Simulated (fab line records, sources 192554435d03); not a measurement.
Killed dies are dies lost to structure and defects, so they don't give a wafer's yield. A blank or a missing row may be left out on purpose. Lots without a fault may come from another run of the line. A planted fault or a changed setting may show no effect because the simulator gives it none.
Split-lot experiment | flow n5_finfet | 7 lots, 21 wafers read, on a route of 1938 steps

THE SPLIT
At N5_MIM_BOT_ETCH_ETCH_04 (etches SiNx in CF4/O2, target depth 26 nm, time 13 s), the setting source_w was moved away from the recipe's 535 W on 7 of the 21 wafers read, by -12.5% to +17.9%. The other wafers ran this setting at the recipe's value.

The reading is taken at the split's own step.

THE READING
rf_vpp_V, in V, at N5_MIM_BOT_ETCH_ETCH_04 (etches SiNx in CF4/O2, target depth 26 nm, time 13 s). Fault-free wafers of this fab line usually give 240 V, standard deviation 4.4 V.

wafer  | tool, chamber at the split | source_w as run, W | against the recipe | rf_vpp_V, V | against lot-mates on the recipe
L074.3 | rie_diel-05, 2             | 535                | recipe             | 240         | -
L074.4 | rie_diel-05, 3             | 559.7              | +4.6%              | 226         | -14
L074.6 | rie_diel-05, 2             | 559.7              | +4.6%              | 235         | -5
L075.3 | rie_diel-05, 0             | 535                | recipe             | 239         | -
L075.4 | rie_diel-05, 2             | 535                | recipe             | 241         | -
L075.6 | rie_diel-05, 2             | 618                | +15.5%             | 224         | -16
L082.2 | rie_diel-05, 2             | 535                | recipe             | 240         | -
L082.3 | rie_diel-05, 3             | 468.3              | -12.5%             | 251         | +14
L082.5 | rie_diel-05, 1             | 535                | recipe             | 234         | -
L083.1 | rie_diel-03, 2             | 535                | recipe             | 242         | -
L083.5 | rie_diel-03, 3             | 535                | recipe             | 242         | -
L083.6 | rie_diel-03, 0             | 535                | recipe             | 240         | -
L087.3 | rie_diel-03, 1             | 535                | recipe             | 236         | -
L087.4 | rie_diel-03, 3             | 535                | recipe             | 243         | -
L087.6 | rie_diel-03, 2             | 535                | recipe             | 241         | -
L092.4 | rie_diel-04, 2             | 535                | recipe             | 235         | -
L092.5 | rie_diel-04, 2             | 630.8              | +17.9%             | 218         | -22
L092.6 | rie_diel-04, 3             | 535                | recipe             | 246         | -
L091.2 | rie_diel-04, 0             | 615.7              | +15.1%             | 227         | -12
L091.4 | rie_diel-04, 1             | 535                | recipe             | 239         | -
L091.6 | rie_diel-04, 0             | 615.7              | +15.1%             | 226         | -13

THE FIT
A straight line over all 21 wafers: rf_vpp_V changes by -1.02 V for each +1% of source_w; r = -0.91; the points scatter about the line by 3.5 V.
The same after taking each lot's own level away (the mean of its wafers on the recipe; 21 wafers): -1.05 V for each +1%; r = -0.91; scatter 3.5 V.
On that fit, the largest move of source_w shifts the reading by 19 V.
The lots' own levels span 237.0 to 241.3 V, that is 1.0 times the standard deviation above.
So the lot-to-lot level changes the slope little: the two slopes agree.
Check: with one of the wafers moved furthest among these (+17.9%) left out of the fit, the line predicts -17.8 V for it against its lot-mates. It came out at -22.5 V against them.
Tool readings at the split's step, against how far the setting was moved: rf_vpp_V r = -0.91.

THE WHOLE CHAIN: every reading that the file lists as answering this split, in the file's order
step                    | what it does                                         | reading                                                        | change (the file's fit)               | r (the file's)
N5_MIM_BOT_ETCH_ETCH_04 | etches SiNx in CF4/O2, target depth 26 nm, time 13 s | rf_vpp_V                                                       | -1.11 V for each +1% of the setting   | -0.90
N5_MIM_BOT_ETCH_ETCH_04 | etches SiNx in CF4/O2, target depth 26 nm, time 13 s | etch.depth_nm (the simulator's own value, which no gauge read) | +0.232 nm for each +1% of the setting | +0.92

THE FILE'S OWN FIT
rf_vpp_V changes by -1.11 V for each +1% of source_w, r = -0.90.
